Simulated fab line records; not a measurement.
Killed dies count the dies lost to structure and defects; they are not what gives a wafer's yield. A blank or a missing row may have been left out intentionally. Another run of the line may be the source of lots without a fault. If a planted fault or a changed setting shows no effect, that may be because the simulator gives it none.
Matching of chambers | flow nand-harc | pecvd-02 running NHARC_A_CONTACT_DEP_24: 3 sister chambers
The step deposits SiO2, target thk 500 nm. 6 wafers are shown with their chamber, then 10 later ones without.

## WAFERS, EACH WITH ITS CHAMBER
wafer  | chamber | throttle-valve-pct (%) | heater-power-w (W)
L083.4 | 1       | 16.6                   | 468
L084.4 | 1       | 16.7                   | 412
L089.3 | 0       | 15.7                   | 483
L089.4 | 2       | 15.8                   | 382
L090.1 | 0       | 15.6                   | 486
L090.2 | 2       | 15.9                   | 310

## WAFERS MISSING THEIR CHAMBER
wafer  | throttle-valve-pct (%) | heater-power-w (W)
L090.3 | 16.5                   | 425
L092.2 | 15.9                   | 412
L092.4 | 15.9                   | 389
L092.5 | 16.0                   | 433
L095.2 | 15.9                   | 499
L095.4 | 16.7                   | 387
L095.5 | 16.2                   | 357
L097.2 | 15.8                   | 476
L097.4 | 16.4                   | 373
L097.6 | 16.8                   | 455

## CHAMBER TAKEN BY EACH
wafer  | from the rows above     | in truth
L090.3 | 1                       | 1
L092.2 | 2                       | 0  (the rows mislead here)
L092.4 | 2                       | 2
L092.5 | can't be placed: 2 or 0 | 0
L095.2 | can't be placed: 0 or 2 | 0
L095.4 | 1                       | 1
L095.5 | can't be placed: 2 or 1 | 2
L097.2 | can't be placed: 0 or 2 | 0
L097.4 | 1                       | 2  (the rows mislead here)
L097.6 | 1                       | 1
Placed correctly: 4 of 10. Can't be placed from these rows: 4 (the true chamber is among the candidates in 4). Number placed wrongly: 2.
How it was worked out, from the rows above alone: a wafer's distance from a chamber is the root of the sum, over the readings, of the square of ((its reading less the chamber's mean) divided by the reading's scatter). If the next closest chamber is less than 2 further off than the closest, the wafer can't be placed; otherwise it belongs to the closest. The mean given for a chamber averages the wafers shown for that chamber. The scatter: the root of (the sum of the squares of (reading less its chamber's mean) over the shown wafers, divided by (wafers less chambers)).
